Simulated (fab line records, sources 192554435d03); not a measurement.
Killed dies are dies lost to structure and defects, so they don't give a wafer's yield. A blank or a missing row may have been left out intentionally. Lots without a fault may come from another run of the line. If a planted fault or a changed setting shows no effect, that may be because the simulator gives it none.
Struck lot and sound lot, side by side ; flow n5_finfet ; 36 out of 1938 route steps
Sound: the wafers L834.2, L834.3, L834.5. Wafers struck: L819.3, L819.5, L819.6. The cause comes at the end.
Per side, at each step with rows, come the tool, then ch with its chambers, and then its first start. Under that, the readings that differ: sound wafers ; struck wafers ; difference of the means ; sigmas: that difference in standard deviations of wafers without a fault.
alike: readings with means less than 2 such deviations apart, plus words and numbers identical on both sides. not compared: withheld readings, readings lacking a value on some wafer, bounds such as >300 that could conceal the same value, and numbers that have no deviation in the record and whose values overlap.
A row with sigmas, a row that says differs or no value, or rows on one side alone: a step with any of these is where the two part. When numbers do not overlap yet have no deviation, they are printed without sigmas and do not part them. A reading missing from all wafers of one side parts the sides only when that side holds two or more wafers.

first, 9 steps without rows for these wafers: N5_BEOL_M4_ANNEAL_95 (time 240 s); N5_BEOL_M4_SPUTTER_96 (material Cu, target thk 4.5 nm, time 8.29 s); N5_BEOL_M4_ECD_50 (material Cu, target thk 300 nm); N5_BEOL_M4_ANNEAL_51 (time 90 s); N5_BEOL_M4_CMP_52 (polishes, stops on SiOC, t overpolish 6.8 s, target thk 40 nm); N5_BEOL_M4_PRE_CLEAN_60 (time 15 s); N5_BEOL_M4_CO_CAP_55 (material Co, precursor CCTBA/H2, target thk 2 nm, time 102.1 s); N5_BEOL_M4_PRE_CLEAN_56 (time 15 s); N5_BEOL_M4_DEP_57 (deposits SiCN from 3MS/NH3, target thk 8 nm, time 14 s).
N5_BEOL_M4_RC_MEAS_101:
  sound on prober-01 ch 0, day 14 13:50; struck on prober-02 ch 0, day 11 02:54
  alike: DIBL_N, DIBL_P, IOFF_N, IOFF_P, ION_N, ION_P, SS_N, SS_P, VT_N, VT_P
then, 21 steps without rows for these wafers: N5_BEOL_M5_ILD_DEP_00 (deposits SiCOH lowk from DEMS/porogen, target thk 140.64 nm, time 25.9 s); N5_BEOL_M5_CURE_79 (cures SiCOH lowk, time 240 s); N5_BEOL_M5_PECVD_70 (deposits SiO2 from TEOS/O2, target thk 16 nm, time 18 s); N5_BEOL_M5_HM_DEP_02 (deposits TiN, target thk 20 nm); N5_BEOL_M5_COAT_59 (time 60 s, resist thk 60 nm); N5_BEOL_M5_COAT_60 (time 60 s, resist thk 12 nm); N5_BEOL_M5_COAT_71 (time 60 s, resist thk 5 nm); N5_BEOL_M5_COAT_05 (resist thk 30 nm); N5_BEOL_M5_EBR_07; N5_BEOL_M5_SOFTBAKE_06 (time 60 s); N5_BEOL_M5_EXPOSE_08 (exposes mask M5, target cd 28 nm); N5_BEOL_M5_PEB_09 (peb time 60 s); N5_BEOL_M5_DEVELOP_10 (develop time 30 s); N5_BEOL_M5_DESCUM_16 (chemistry O2, time 7 s); N5_BEOL_M5_ETCH_72 (etches underlayer in N2/H2, target depth 6.5 nm, time 5.2 s); N5_BEOL_M5_ETCH_61 (etches SiARC in CF4, target depth 15.6 nm, time 26 s); N5_BEOL_M5_ETCH_62 (etches SOC in N2/H2, target depth 75 nm, overetch 15 nm, time 112.5 s); N5_BEOL_M5_STRIP_63 (strips in N2/H2); N5_BEOL_M5_STRIP_73 (strips in N2/H2); N5_BEOL_M5_STRIP_64 (strips in CF4); N5_BEOL_M5_HM_OPEN_17 (chemistry Cl2/BCl3, target TiN, target depth 20 nm, overetch 6 nm).
N5_BEOL_M5_STRIP_19: strips in O2.
  sound on rie_diel-05 ch 1,2,3, day 14 21:06; struck on rie_diel-02 ch 0,1,2, day 11 05:39
  no value came back on the struck wafers for any of 8 readings (bias_power_w (W), chamber_pressure_mTorr (mTorr) and others); on the sound wafers bias_power_w (W) reads 0 0 0
reading;sound;struck;difference;sigmas
model.SOC_of_BEOL_M5_COAT_59.thk_nm (nm);0 0 0;52.2 52 52.2;+52.1;
  not compared: rf_hours_counter_h
then, 2 steps without rows for these wafers: N5_BEOL_M5_COAT_65 (time 60 s, resist thk 60 nm); N5_BEOL_M5_COAT_66 (time 60 s, resist thk 12 nm).
N5_BEOL_M5_ETCH_68: etches SOC in N2/H2, target depth 80 nm, overetch 16 nm, time 120 s.
  sound on rie_diel-05 ch 1,3, day 15 00:40; struck on rie_diel-03 ch 0,1,2, day 11 06:20
reading;sound;struck;difference;sigmas
oes_product_au (a.u.);0.63 0.56 0.56;0.79 0.68 0.71;+0.14;+2
model.etch.depth_nm (nm);60.3 60.2 60.23;95.15 94.37 93.99;+34.26;
  alike: drypump_motor_current_A, rf_vpp_V, showerhead_plenum_p_Torr, temp_c, throttle_valve_pct
  not compared: rf_hours_counter_h
-- the record jumps here: 4 days lie between the struck wafers' starts before and after (it left off in module BEOL_M5 and takes up again in module PASSIVATION, whose first step shown is number 1936 of the route) --
N5_PASSIVATION_PROBE_49:
  record: rows for the struck wafers here (prober-01, day 15 05:41), none for the sound ones

== WHERE THEY PART ==
Last at N5_PASSIVATION_PROBE_49 as far as this record goes, first at N5_BEOL_M5_STRIP_19.

WHY: what the simulator had put in
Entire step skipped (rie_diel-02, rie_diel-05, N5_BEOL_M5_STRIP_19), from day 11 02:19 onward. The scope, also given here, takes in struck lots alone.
